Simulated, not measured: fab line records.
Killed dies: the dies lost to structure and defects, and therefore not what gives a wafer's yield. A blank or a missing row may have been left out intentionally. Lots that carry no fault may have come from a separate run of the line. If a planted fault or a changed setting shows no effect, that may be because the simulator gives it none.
fab line records | flow nand-harc
record: lots: 5 wafers: 15 last-day: 34
route steps=1302 shown A_STAIRCASE@643 END@1302
lots that met no fault: from a run of the same line without faults
start-h: the number of hours between the record's first day and the start of the first shown wafer of the lot | wait-h: time in hours since the lot's previous step | " unchanged from the row above | L1.1+2: several wafers, shown together as one row | - value missing, or start not given | * or withheld: withheld | < > ~ a bound
route shown NAME@n: NAME is a module with steps in the file, n the number in the route of the first one | usual: mean/standard deviation taken from wafers without a fault | same: alike in all rows | chamber/n: place in a boat | sites: per-site readings | _std_site: how widely they spread, as a standard deviation | _edge_site: the outer-site mean with the inner-site mean subtracted | radius-mm: for every site, how far away it sits from the centre of the wafer | mask NAME#n: copy n | behind: tool/chamber where the wafer was last shaped | hold: what put the lot on hold/how long, in hours/how the hold closed | device: the transistor (n, p or np) that didn't switch | end of line: tests of these same wafers at the route's end | step lacking rows: just its recipe | killed: not the wafer's yield, but the dies lost to structure and defects at the first sort | map: dies across one wafer; x = killed, . = not, _ = none there
set.NAME: the run value of the setting; set.NAME@STEP: its run value at that earlier step | model.NAME: the simulator's own value behind a step, which no gauge read
lots seen at some steps along the route; tables by step, rows by wafer
services: when a tool's chamber went out of use (start-h, in hours from the record's first day, below 0 if earlier), for how many hours, and the reason
== steps ==
step: NHARC_A_STAIRCASE_SOFTBAKE_161
recipe: temp-c: 135 time-s: 170
step: NHARC_A_STAIRCASE_EBR_162
step: NHARC_A_STAIRCASE_EXPOSE_163
recipe: na: 0.5 dose-mj: 20.01 mask-id: STAIR_OPEN
step: NHARC_A_STAIRCASE_PEB_164
recipe: peb-temp-c: 115 peb-time-s: 130
step: NHARC_A_STAIRCASE_DEVELOP_165
recipe: time-s: 140
step: NHARC_A_STAIRCASE_HARDBAKE_167
recipe: temp-c: 120 time-s: 140
step: NHARC_A_STAIRCASE_DESCUM_168
recipe: time-s: 3 o2-flow-sccm: 200 ar-flow-sccm: 0 bias-power-w: 0 chemistry: O2
step: NHARC_A_STAIRCASE_ETCH_169
recipe: target-depth-a: 500 time-s: 107.1 ion-energy-ev: 120 ch3f-flow-sccm: 50 o2-flow-sccm: 30 ar-flow-sccm: 200 rf-w: 500 bias-w: 100 chemistry: CH3F/O2
step: NHARC_A_STAIRCASE_ETCH_170
recipe: target-depth-a: 2000 time-s: 66.667 ion-energy-ev: 250 c4f6-flow-sccm: 25 o2-flow-sccm: 20 ar-flow-sccm: 500 rf-w: 600 bias-w: 500 chemistry: C4F6/O2
step: NHARC_A_STAIRCASE_STRIP_171
recipe: power-w: 1500 temp-c: 250 chemistry: O2
step: NHARC_A_STAIRCASE_STRIP_172
recipe: time-s: 900 temp-c: 130 chemistry: SPM
step: NHARC_A_STAIRCASE_PRECLEAN_173
recipe: time-s: * temp-c: 50 bath-age-min: 0 chemistry: SC1
same: bath-age-min: 0 time-s: *
columns lot.wafer tool chamber start-h wait-h
L219.3+6+5 wet-bench-05 0,4,5 406.29 -
L233.1+6+2 wet-bench-06 3,7,0 541.71 -
L234.6+5+2 wet-bench-05 6,7,1 548.10 -
L236.6+3+4 wet-bench-05 7,1,4 567.66 -
L237.1+3+5 wet-bench-04 4,6,1 593.78 -
step: NHARC_A_STAIRCASE_SRD_174
step: NHARC_A_STAIRCASE_DEHYDRATE_01
recipe: temp-c: 150 time-s: 120
step: NHARC_A_STAIRCASE_HMDS_02
recipe: time-s: 30
step: NHARC_A_STAIRCASE_COAT_03
recipe: spin-rpm: 1200
step: NHARC_A_STAIRCASE_SOFTBAKE_04
recipe: temp-c: 135 time-s: 170
step: NHARC_A_STAIRCASE_EBR_05
step: NHARC_A_STAIRCASE_EXPOSE_06
recipe: na: 0.5 dose-mj: 25.43 mask-id: STAIR
step: NHARC_A_STAIRCASE_PEB_07
recipe: peb-temp-c: 115 peb-time-s: 130
step: NHARC_A_STAIRCASE_DEVELOP_08
recipe: time-s: 140
step: NHARC_A_STAIRCASE_HARDBAKE_10
recipe: temp-c: 120 time-s: 140
step: NHARC_A_STAIRCASE_DESCUM_11
recipe: time-s: 3 o2-flow-sccm: 200 ar-flow-sccm: 0 bias-power-w: 0 chemistry: O2
usual: drypump-motor-current-A: 5.7/0.51 oes-product-au: 1.004/0.013 rf-vpp-V: 57.7/0.88 showerhead-plenum-p-Torr: 1.93/0.092 throttle-valve-pct: 11.310/0.0091
same: time-s: 3
columns lot.wafer tool chamber start-h wait-h drypump-motor-current-A oes-product-au rf-hours-counter-h rf-vpp-V showerhead-plenum-p-Torr throttle-valve-pct
L219.3 rie-diel-12 1 407.50 - 5.2 1.031 46 58.0 2.06 11.310
L219.5 " 0 " " 6.1 0.996 - 57.8 2.03 11.314
L219.6 " 1 " " 5.2 1.018 - 58.1 2.06 11.307
L233.2 rie-diel-09 1 542.88 - 6.2 0.987 20 59.9 2.01 11.300
L233.1 " 2 " " 6.1 0.991 19 58.0 2.03 11.313
L233.6 " 1 " " 6.2 0.989 - 57.1 2.01 11.302
L234.2 rie-diel-12 3 549.09 - 5.1 1.011 30 57.9 1.80 11.316
L234.6 " 3 " " 5.1 1.005 - 58.3 1.80 11.283
L234.5 " 1 " " 5.2 1.018 - 57.9 2.05 11.304
L236.3 rie-diel-09 0 568.80 - 6.0 1.010 25 57.0 1.80 11.320
L236.4 " 2 " " 6.1 1.012 25 57.9 2.03 11.316
L236.6 " 0 " " 6.0 1.014 - 57.0 1.80 11.325
L237.1 rie-diel-05 2 594.95 - 6.7 1.002 0 57.3 1.87 11.305
L237.3 " 3 " " 5.3 1.001 0 57.9 1.82 11.318
L237.5 " 1 " " 5.3 1.005 - 59.0 1.81 11.304
step: NHARC_A_STAIRCASE_TRIM_12
recipe: time-s: 211.2 o2-flow-sccm: 500 ar-flow-sccm: 0 bias-w: 0 chemistry: O2
step: NHARC_A_STAIRCASE_ETCH_13
recipe: target-depth-a: 1000 time-s: 40.5 ion-energy-ev: 400 c4f8-flow-sccm: 20 o2-flow-sccm: 10 ar-flow-sccm: withheld rf-w: 600 bias-w: 1000 chemistry: C4F8/O2
step: NHARC_A_STAIRCASE_TRIM_14
recipe: time-s: 211.2 o2-flow-sccm: 500 ar-flow-sccm: 0 bias-w: 0 chemistry: O2
usual: drypump-motor-current-A: 5.7/0.49 oes-product-au: 1.004/0.012 rf-vpp-V: 57.9/0.84 showerhead-plenum-p-Torr: 3.56/0.16 throttle-valve-pct: 17.037/0.0092
same: time-s: 211.2
columns lot.wafer tool chamber start-h wait-h drypump-motor-current-A oes-product-au rf-hours-counter-h rf-vpp-V showerhead-plenum-p-Torr throttle-valve-pct
L219.3 rie-diel-12 2 - - 5.7 1.022 42 57.0 3.60 17.031
L219.5 " 1 " " 5.2 1.017 - 58.2 3.78 17.049
L219.6 " 2 " " 5.7 1.016 - 58.2 3.60 17.038
L233.2 rie-diel-09 1 - - 6.3 0.981 20 58.0 3.70 17.046
L233.1 " 2 " " 6.1 0.988 19 58.4 3.73 17.024
L233.6 " 0 " " 6.0 1.015 - 58.5 3.34 17.033
L234.2 rie-diel-12 3 - - 5.1 1.005 30 56.3 3.34 17.047
L234.5 " 3 " " 5.1 1.008 - 57.9 3.34 17.025
L234.6 " 2 " " 5.7 1.014 - 58.2 3.57 17.036
L236.4 rie-diel-09 0 - - 6.0 1.022 25 57.3 3.34 17.032
L236.3 " 2 " " 6.1 1.001 25 57.7 3.73 17.041
L236.6 " 0 " " 6.0 1.018 - 57.6 3.34 17.036
L237.1 rie-diel-05 3 - - 5.3 1.004 0 58.3 3.36 17.028
L237.3 " 1 " " 5.3 1.000 0 57.2 3.35 17.029
L237.5 " 0 " " 5.4 1.010 - 57.9 3.55 17.041
step: NHARC_A_STAIRCASE_ETCH_15
recipe: target-depth-a: 1000 time-s: 40.5 ion-energy-ev: 400 c4f8-flow-sccm: 20 o2-flow-sccm: 10 ar-flow-sccm: withheld rf-w: 600 bias-w: 1000 chemistry: C4F8/O2
step: NHARC_A_STAIRCASE_TRIM_16
recipe: time-s: 211.2 o2-flow-sccm: 500 ar-flow-sccm: 0 bias-w: 0 chemistry: O2
step: NHARC_A_STAIRCASE_ETCH_17
recipe: target-depth-a: 1000 time-s: 40.5 ion-energy-ev: 400 c4f8-flow-sccm: 20 o2-flow-sccm: 10 ar-flow-sccm: withheld rf-w: 600 bias-w: 1000 chemistry: C4F8/O2
step: NHARC_A_STAIRCASE_TRIM_18
recipe: time-s: 211.2 o2-flow-sccm: 500 ar-flow-sccm: 0 bias-w: 0 chemistry: O2
step: NHARC_A_STAIRCASE_ETCH_19
recipe: target-depth-a: 1000 time-s: 40.5 ion-energy-ev: 400 c4f8-flow-sccm: 20 o2-flow-sccm: 10 ar-flow-sccm: withheld rf-w: 600 bias-w: 1000 chemistry: C4F8/O2
usual: oes-product-au: 0.942/0.014 rf-vpp-V: 897/5.7
same: time-s: 40.5
columns lot.wafer tool chamber start-h wait-h oes-product-au rf-hours-counter-h rf-vpp-V
L219.3 rie-diel-12 3 - - 0.946 34 889
L219.6 " 2 " " 0.950 - 898
L219.5 " 3 " " 0.944 - 889
L233.1 rie-diel-09 1 - - 0.934 21 902
L233.2 " 0 " " 0.956 18 888
L233.6 " 1 " " 0.933 - 903
L234.2 rie-diel-12 1 - - 0.961 28 904
L234.5 " 1 " " 0.959 - 905
L234.6 " 3 " " 0.950 - 890
L236.4 rie-diel-09 1 - - 0.946 27 902
L236.3 " 3 " " 0.926 22 896
L236.6 " 1 " " 0.936 - 900
L237.1 rie-diel-05 2 - - 0.950 1 893
L237.3 " 1 " " 0.940 1 890
L237.5 " 3 " " 0.954 - 892
step: NHARC_A_STAIRCASE_TRIM_20
recipe: time-s: 211.2 o2-flow-sccm: 500 ar-flow-sccm: 0 bias-w: 0 chemistry: O2
usual: drypump-motor-current-A: 5.7/0.47 oes-product-au: 1.004/0.013 rf-vpp-V: 57.9/0.9 showerhead-plenum-p-Torr: 3.57/0.16 throttle-valve-pct: 17.035/0.0085
same: time-s: 211.2
columns lot.wafer tool chamber start-h wait-h drypump-motor-current-A oes-product-au rf-hours-counter-h rf-vpp-V showerhead-plenum-p-Torr throttle-valve-pct
L219.3 rie-diel-09 0 409.31 0.1 6.0 1.007 26 56.9 3.37 17.035
L219.5 " 1 " " 6.3 1.010 - 59.4 3.73 17.051
L219.6 " 2 " " 6.1 0.983 - 56.7 3.76 17.031
L233.1 rie-diel-05 2 544.14 0.1 6.8 1.023 37 56.2 3.46 17.041
L233.2 " 1 " " 5.3 0.986 44 58.0 3.36 17.034
L233.6 " 2 " " 6.7 1.013 - 57.9 3.46 17.030
L234.2 rie-diel-12 3 550.41 0.1 5.1 1.019 30 57.9 3.34 17.038
L234.5 " 1 " " 5.2 1.021 - 57.3 3.76 17.029
L234.6 " 2 " " 5.7 1.004 - 57.4 3.57 17.049
L236.4 rie-diel-09 2 569.92 0.1 6.1 0.996 25 57.2 3.73 17.035
L236.3 " 3 " " 5.8 0.995 22 58.7 3.53 17.041
L236.6 " 1 " " 6.2 0.986 - 59.0 3.69 17.055
L237.3 rie-diel-09 0 596.11 0.1 6.0 1.015 38 57.5 3.33 17.029
L237.1 " 1 " " 6.2 0.997 39 57.2 3.69 17.032
L237.5 " 0 " " 6.0 1.013 - 58.1 3.33 17.035
step: NHARC_A_STAIRCASE_ETCH_21
recipe: target-depth-a: 1000 time-s: 40.5 ion-energy-ev: 400 c4f8-flow-sccm: 20 o2-flow-sccm: 10 ar-flow-sccm: withheld rf-w: 600 bias-w: 1000 chemistry: C4F8/O2
step: NHARC_A_STAIRCASE_TRIM_22
recipe: time-s: 211.2 o2-flow-sccm: 500 ar-flow-sccm: 0 bias-w: 0 chemistry: O2
step: NHARC_A_STAIRCASE_ETCH_23
recipe: target-depth-a: 1000 time-s: 40.5 ion-energy-ev: 400 c4f8-flow-sccm: 20 o2-flow-sccm: 10 ar-flow-sccm: withheld rf-w: 600 bias-w: 1000 chemistry: C4F8/O2
step: NHARC_A_STAIRCASE_TRIM_24
recipe: time-s: 211.2 o2-flow-sccm: 500 ar-flow-sccm: 0 bias-w: 0 chemistry: O2
step: NHARC_A_STAIRCASE_ETCH_25
recipe: target-depth-a: 1000 time-s: 40.5 ion-energy-ev: 400 c4f8-flow-sccm: 20 o2-flow-sccm: 10 ar-flow-sccm: withheld rf-w: 600 bias-w: 1000 chemistry: C4F8/O2
step: NHARC_A_STAIRCASE_TRIM_26
recipe: time-s: 211.2 o2-flow-sccm: 500 ar-flow-sccm: 0 bias-w: 0 chemistry: O2
usual: drypump-motor-current-A: 5.7/0.47 oes-product-au: 1.005/0.012 rf-vpp-V: 57.9/0.94 showerhead-plenum-p-Torr: 3.57/0.16 throttle-valve-pct: 17.037/0.01
same: time-s: 211.2
columns lot.wafer tool chamber start-h wait-h drypump-motor-current-A oes-product-au rf-hours-counter-h rf-vpp-V showerhead-plenum-p-Torr throttle-valve-pct
L219.3 rie-diel-09 0 - - 6.0 1.018 27 57.2 3.37 17.031
L219.6 " 0 " " 6.0 1.011 - 57.6 3.37 17.029
L219.5 " 1 " " 6.2 1.018 - 57.4 3.73 17.025
L233.1 rie-diel-05 0 545.12 - 5.4 1.007 47 57.1 3.56 17.052
L233.2 " 1 " " 5.3 0.985 44 57.5 3.36 17.006
L233.6 " 0 " " 5.4 1.001 - 56.3 3.56 17.045
L234.2 rie-diel-12 3 - - 5.0 1.005 31 57.6 3.34 17.029
L234.6 " 3 " " 5.1 1.007 - 57.4 3.34 17.036
L234.5 " 1 " " 5.2 1.017 - 59.0 3.76 17.042
L236.3 rie-diel-09 2 - - 6.1 0.991 26 58.5 3.73 17.049
L236.4 " 3 " " 5.8 0.984 23 57.7 3.53 17.033
L236.6 " 0 " " 6.0 1.025 - 58.0 3.34 17.045
L237.3 rie-diel-09 1 - - 6.2 1.000 40 59.0 3.69 17.026
L237.1 " 2 " " 6.1 0.988 38 60.4 3.72 17.032
L237.5 " 1 " " 6.2 0.996 - 56.5 3.68 17.040
step: NHARC_A_STAIRCASE_ETCH_27
recipe: target-depth-a: 1000 time-s: 40.5 ion-energy-ev: 400 c4f8-flow-sccm: 20 o2-flow-sccm: 10 ar-flow-sccm: withheld rf-w: 600 bias-w: 1000 chemistry: C4F8/O2
step: NHARC_END_SORT_01
recipe: temp-c: 25
usual: killed-at-array: 59/16 killed-at-other: 0.7/1.1 killed-at-periphery: 4/3 killed-dies: 64/16 killed-open: 3.4/1.8 killed-short: 2.6/1.7
same: gross-dies: 677
columns lot.wafer tool chamber start-h wait-h killed-at-array killed-at-other killed-at-periphery killed-dies killed-open killed-short
L219.3 prober-01 0 607.65 3.1 117 0 5 122 5 2
killed by level:class
L219.3 A_STAIRCASE:unspecified=62 A_CHANNEL_HOLE_D2:chamber-film-flake=37 A_CHANNEL_HOLE_D1:chamber-film-flake=5 A_CONTACT:chamber-film-flake=4 A_M0:chamber-film-flake=3 A_WL_FILL:geometric-particle:open=2 P_BONDPAD:chamber-film-flake=2 P_M1:geometric-particle:open=1
map L219.3 (x killed, . not)
____________.____________
_________.....x._________
_______......x...._______
______........x....______
_____....x....x....._____
____.............x...____
____.........x....xx.____
___..........x........___
___...............xx..___
__.....................__
__x......x...x.........__
_.......xxx............._
_.......xx.............._
_......x.xx............._
_.......xxxx............_
_.....xxxxxx............_
......xxxxxxx............
........xxxx.............
....xx..xxx.x............
......xx..x..............
..........x..............
_.....x................._
_......................._
_....................x.._
_.......x.x............._
_.......x..............._
__....x..........x.....__
__.....xxxxx...x.......__
___..xxxxxxxx.........___
___x.xxxxxxx..........___
____.xxxxxxx.x.......____
____xxxxxxxxx........____
_____.xxxxxxx......._____
______xxxxxxx......______
_______xxxxx......_______
_________xxx...._________
____________.____________
map L234.6 (x killed, . not)
____________x____________
_________x......_________
_______...x...x..._______
______.x...x.xxxx..______
_____......xxxx....._____
____.......x.xxx..x..____
____......xx.xxx.....____
___.........x..x...x.x___
___..........xx.x.....___
__..x..x.x..x..........__
__.............x...x...__
_......................._
_.......x.....xx........_
_......................._
_.........x....x........_
_......x..xx...........x_
.......x..........x.x....
......x.xx..........x.x..
.......xx.........xx.x...
.....x..........x..xxxx..
..................xxxxx..
_................xxxxx.._
_.................x.xxx._
_....................xx._
_................xx....._
_.................x....._
__.....................__
__.x.................x.__
___...................___
___...................___
____.................____
____..........x......____
_____......x........_____
______.........x...______
_______..........._______
_________......._________
____________.____________
== services ==
columns tool chamber start-h hours kind
wet-bench-05 - 382.59 1.0 repair
wet-bench-04 - 403.20 8.0 pm
rie-diel-09 0 405.44 - clean
rie-diel-09 1 405.44 - clean
rie-diel-09 2 405.44 - clean
rie-diel-09 3 405.44 - clean
rie-diel-05 - 406.60 9.0 pm
rie-diel-09 0 429.94 - clean
rie-diel-09 1 429.94 - clean
rie-diel-09 2 436.62 4.4 repair
wet-bench-05 - 436.80 8.0 pm
rie-diel-12 - 446.93 9.0 pm
rie-diel-12 0 476.15 8.5 repair
rie-diel-09 - 497.12 9.0 pm
wet-bench-06 - 514.97 1.1 repair
rie-diel-05 1 526.54 6.4 repair
rie-diel-05 - 541.85 0.6 repair
rie-diel-09 3 542.58 2.1 repair
rie-diel-05 - 544.38 0.7 repair
wet-bench-06 - 545.60 8.0 pm
wet-bench-04 - 548.63 2.2 repair
rie-diel-12 - 551.43 0.1 repair
wet-bench-04 - 579.20 8.0 pm
rie-diel-05 - 583.60 9.0 pm
== key ==
first-sign: step: NHARC_END_SORT_01 reading: killed-dies direction: up sigmas: 3.5 usual: 64 struck: 122
effect: step: NHARC_END_SORT_01 reading: killed-at-array direction: up sigmas: 3.5 usual: 59 struck: 117
more-kills-born-at: NHARC_A_STAIRCASE_PRECLEAN_173@wet-bench-05: 62
met-at NHARC_A_STAIRCASE_PRECLEAN_173
struck-wafers L219.3
tester-left-out L219
fault: kind: chamber-particle-source tool: wet-bench-05 chamber: 0 onset-h: 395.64 steps: NHARC_A_STAIRCASE_PRECLEAN_173 rate-per-visit-cm2: 0.59681 end-h: 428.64
tester-left-out: of these lots the tester's yield and bins aren't shown, on N5 and GAA mostly nor the transistor test; their killed dies are dies lost to structure and defects alone, not to doping, threshold or leakage, so they don't give the yield
